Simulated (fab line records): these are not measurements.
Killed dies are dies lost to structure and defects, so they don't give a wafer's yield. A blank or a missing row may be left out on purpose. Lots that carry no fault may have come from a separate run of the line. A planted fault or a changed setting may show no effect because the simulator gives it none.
Matching of chambers | flow n5-finfet | 4 sister chambers for N5_BEOL_M4_ETCH_70 on rie-diel-04
The step etches SOC in N2/H2, target depth 80 nm, overetch 24 nm, time 130 s. 4 wafers are shown with their chamber, then 7 later ones without.

EACH WAFER AND ITS CHAMBER
wafer  | chamber | showerhead-plenum-p-Torr (Torr)
L074.1 | 3       | 2.55
L074.2 | 2       | 2.50
L090.1 | 1       | 2.41
L090.2 | 0       | 2.51

WAFERS WITHOUT THEIR CHAMBER
wafer  | showerhead-plenum-p-Torr (Torr)
L090.4 | 2.41
L087.2 | 2.41
L087.3 | 2.53
L087.4 | 2.53
L093.1 | 2.50
L093.2 | 2.48
L093.4 | 2.52

CHAMBER TAKEN BY EACH
wafer  | from the rows above          | in truth
L090.4 | 1                            | 1
L087.2 | 1                            | 1
L087.3 | can't be placed: 0 or 3 or 2 | 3
L087.4 | can't be placed: 0 or 3 or 2 | 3
L093.1 | can't be placed: 2 or 0      | 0
L093.2 | can't be placed: 2 or 0      | 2
L093.4 | can't be placed: 0 or 2 or 3 | 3
2 of 7 placed correctly. Can't be placed from these rows: 5 (the true chamber is among the candidates in 5). Wrongly placed: 0.
How it was worked out, from the rows above alone: a wafer's distance from a chamber is the root of the sum, over the readings, of the square of ((its reading less the chamber's mean) divided by the reading's scatter). If the next closest chamber is less than 2 further off than the closest, the wafer can't be placed; otherwise it belongs to the closest. Each chamber's mean is taken over the wafers shown for it. The scatter (one wafer shown for each chamber): square how far every hidden wafer sits from the nearest shown wafer, average those squares and take the square root.
